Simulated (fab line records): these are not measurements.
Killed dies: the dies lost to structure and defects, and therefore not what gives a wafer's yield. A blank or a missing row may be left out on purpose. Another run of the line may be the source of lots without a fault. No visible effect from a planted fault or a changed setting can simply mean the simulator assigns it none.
Lot-split experiment | flow n5-finfet | 7 lots, 21 wafers read, on a route of 1938 steps

== ABOUT THE SPLIT ==
At N5_SDB_ALD_29 (deposits SiNx, target thk 30 nm, pulse time 1 s, ald cycles 600), the setting ald-cycles was moved away from the recipe's 600 on 7 of the 21 wafers read, by -14.7% to +10.0%. All remaining wafers had this setting at the recipe value.

Reading taken at the split's own step.

== THE READING ==
SiNx_of_SDB_ALD_29.thk-nm (the simulator's own value, which no gauge read), in nm, at N5_SDB_ALD_29 (deposits SiNx, target thk 30 nm, pulse time 1 s, ald cycles 600). The file gives no usual value for it. Across the 14 wafers here that went through the recipe, the average is 30.0 nm and the standard deviation 0.12 nm.

wafer  | tool, chamber at the split | ald-cycles as run | against the recipe | SiNx_of_SDB_ALD_29.thk-nm, nm | against lot-mates on the recipe
L082.4 | ald-sin-01, 2              | 660               | +10.0%             | 33.2                          | +3.4
L082.5 | ald-sin-01, 1              | 600               | recipe             | 29.8                          | -
L082.6 | ald-sin-01, 0              | 660               | +10.0%             | 32.8                          | +3.0
L088.2 | ald-sin-03, 3,1            | 600               | recipe             | 30                            | -
L088.3 | ald-sin-03, 3,1            | 600               | recipe             | 30                            | -
L088.5 | ald-sin-03, 2              | 600               | recipe             | 30.2                          | -
L090.2 | ald-sin-03, 1              | 632               | +5.3%              | 31.6                          | +1.6
L090.4 | ald-sin-03, 2,0            | 600               | recipe             | 30                            | -
L090.6 | ald-sin-03, 2,0            | 600               | recipe             | 30                            | -
L092.3 | ald-sin-01, 2              | 600               | recipe             | 30.2                          | -
L092.4 | ald-sin-01, 0              | 512               | -14.7%             | 25.4                          | -4.8
L092.6 | ald-sin-01, 3              | 512               | -14.7%             | 26                            | -4.2
L091.1 | ald-sin-03, 3              | 572               | -4.7%              | 28.8                          | -1.1
L091.4 | ald-sin-03, 1              | 600               | recipe             | 29.8                          | -
L091.6 | ald-sin-03, 2              | 600               | recipe             | 30                            | -
L095.1 | ald-sin-02, 2              | 646               | +7.7%              | 32.2                          | +2.2
L095.2 | ald-sin-02, 1              | 600               | recipe             | 30                            | -
L095.5 | ald-sin-02, 1              | 600               | recipe             | 30                            | -
L096.1 | ald-sin-03, 3              | 600               | recipe             | 30.2                          | -
L096.3 | ald-sin-03, 0,1            | 600               | recipe             | 30                            | -
L096.5 | ald-sin-03, 0,1            | 600               | recipe             | 30                            | -
Where a row lists several chambers, the file gives one row for several wafers and doesn't say which wafer went through which chamber.

FIT RESULTS
A straight line over all 21 wafers: SiNx_of_SDB_ALD_29.thk-nm changes by +0.294 nm for each +1% of ald-cycles; r = +1.00; the points scatter about the line by 0.16 nm.
The same after taking each lot's own level away (the mean of its wafers on the recipe; 21 wafers): +0.306 nm for each +1%; r = +1.00; scatter 0.16 nm.
Per that fit: largest ald-cycles move, reading shift of 4.5 nm.
From 29.80 to 30.20 nm: that is the span of the lots' own levels, equal to 3.4 times the standard deviation above.
Consequently the slope shifts little with the lot-to-lot level, the two slopes agreeing.
Check: -4.31 nm against its lot-mates is what the line predicts for one of the wafers moved furthest among these (-14.7%) when that wafer is left out of the fit. It came out at -4.8 nm against them.

== FURTHER SPLITS ON THESE WAFERS ==
Note: prior to the reading, these wafers also went through further splits. Each is held against what the fit with the lots' levels taken away leaves over:
other split on the same wafers | wafers away from the commonest value | r with SiNx_of_SDB_ALD_29.thk-nm (lot level and that fit taken away)
N5_SD_EPI_N_EPI_21 time-s      | 6                                    | +0.48
N5_SDB_COAT_05 spin-rpm        | 8                                    | +0.02

== FILE'S OWN FIT ==
SiNx_of_SDB_ALD_29.thk-nm changes by +0.303 nm for each +1% of ald-cycles, r = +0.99.
